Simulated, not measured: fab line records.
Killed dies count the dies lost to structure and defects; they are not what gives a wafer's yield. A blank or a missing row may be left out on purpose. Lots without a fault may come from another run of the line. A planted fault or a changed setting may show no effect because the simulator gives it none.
Split-lot trial    flow n5_finfet    39 wafers read across 7 lots, on a route 1938 steps long

== SPLIT DETAILS ==
At N5_FIN_SAQP_ETCH_65 (etches SiO2 in CF4, target depth 4 nm, time 4.4 s), the setting time_s was moved away from the recipe's 4.4 s on 9 of the 39 wafers read, by -7.9% to +7.3%. For the rest of the wafers, this setting stayed at what the recipe calls for.

The reading comes from the split's own step.

== THE READING ==
etch.depth_nm (the simulator's own value, which no gauge read), in nm, at N5_FIN_SAQP_ETCH_65 (etches SiO2 in CF4, target depth 4 nm, time 4.4 s). The file gives no usual value for it. The 30 wafers here that ran the recipe average 3.975 nm, standard deviation 0.069 nm.

wafer   tool, chamber at the split  time_s as run, s  against the recipe  etch.depth_nm, nm  against lot-mates on the recipe
L079.1  rie_si-06, 3                4.4               recipe              4.074              -
L079.2  rie_si-06, 2                4.4               recipe              3.96               -
L079.3  rie_si-06, 1                4.4               recipe              3.949              -
L080.1  rie_si-03, 2                4.051             -7.9%               3.6                -0.340
L080.2  rie_si-03, 1                4.051             -7.9%               3.623              -0.317
L080.3  rie_si-03, 0                4.4               recipe              4.007              -
L080.4  rie_si-03, 3                4.051             -7.9%               3.606              -0.334
L080.5  rie_si-03, 3                4.4               recipe              3.92               -
L080.6  rie_si-03, 2                4.4               recipe              3.892              -
L081.1  rie_si-03, 3                4.4               recipe              3.892              -
L081.2  rie_si-03, 1                4.4               recipe              3.971              -
L081.3  rie_si-03, 0                4.4               recipe              4.009              -
L081.4  rie_si-03, 2                4.4               recipe              3.913              -
L081.5  rie_si-03, 3                4.4               recipe              3.895              -
L081.6  rie_si-03, 0                4.4               recipe              3.984              -
L084.1  rie_si-05, 3                4.4               recipe              4.077              -
L084.2  rie_si-05, 0                4.4               recipe              4.004              -
L084.3  rie_si-05, 2                4.4               recipe              4.085              -
L084.4  rie_si-05, 1                4.4               recipe              4.083              -
L084.5  rie_si-05, 0                4.4               recipe              4.049              -
L084.6  rie_si-05, 1                4.4               recipe              4.07               -
L087.1  rie_si-03, 0                4.719             +7.3%               4.297              +0.393
L087.2  rie_si-03, 2                4.4               recipe              3.907              -
L087.3  rie_si-03, 1                4.719             +7.3%               4.244              +0.340
L087.4  rie_si-03, 3                4.4               recipe              3.92               -
L087.5  rie_si-03, 3                4.4               recipe              3.886              -
L087.6  rie_si-03, 2                4.719             +7.3%               4.202              +0.298
L090.1  rie_si-06, 3                4.673             +6.2%               4.388              +0.367
L090.2  rie_si-06, 2                4.4               recipe              3.977              -
L090.3  rie_si-06, 1                4.673             +6.2%               4.25               +0.229
L090.4  rie_si-06, 0                4.673             +6.2%               4.181              +0.160
L090.5  rie_si-06, 3                4.4               recipe              4.118              -
L090.6  rie_si-06, 2                4.4               recipe              3.968              -
L094.1  rie_si-03, 3                4.4               recipe              3.943              -
L094.2  rie_si-03, 0                4.4               recipe              3.982              -
L094.3  rie_si-03, 2                4.4               recipe              3.911              -
L094.4  rie_si-03, 3                4.4               recipe              3.885              -
L094.5  rie_si-03, 2                4.4               recipe              3.91               -
L094.6  rie_si-03, 0                4.4               recipe              4.016              -

FIT RESULTS
A straight line over all 39 wafers: etch.depth_nm changes by +0.0438 nm for each +1% of time_s; r = +0.91; the points scatter about the line by 0.07 nm.
The same after taking each lot's own level away (the mean of its wafers on the recipe; 39 wafers): +0.0432 nm for each +1%; r = +0.95; scatter 0.05 nm.
According to that fit, moving time_s by its largest amount changes the reading by 0.34 nm.
From 3.9043 to 4.0613 nm: that is the span of the lots' own levels, equal to 2.3 times the standard deviation above.
The two slopes are in agreement: the lot-to-lot level therefore moves the slope only a little.
Check: for one of the wafers moved furthest among these (-7.9%), held out of the fit, the line's prediction against its lot-mates is -0.341 nm. Against them it came out at -0.34 nm.

== THE FILE'S OWN FIT ==
etch.depth_nm changes by +0.0433 nm for each +1% of time_s, r = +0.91.
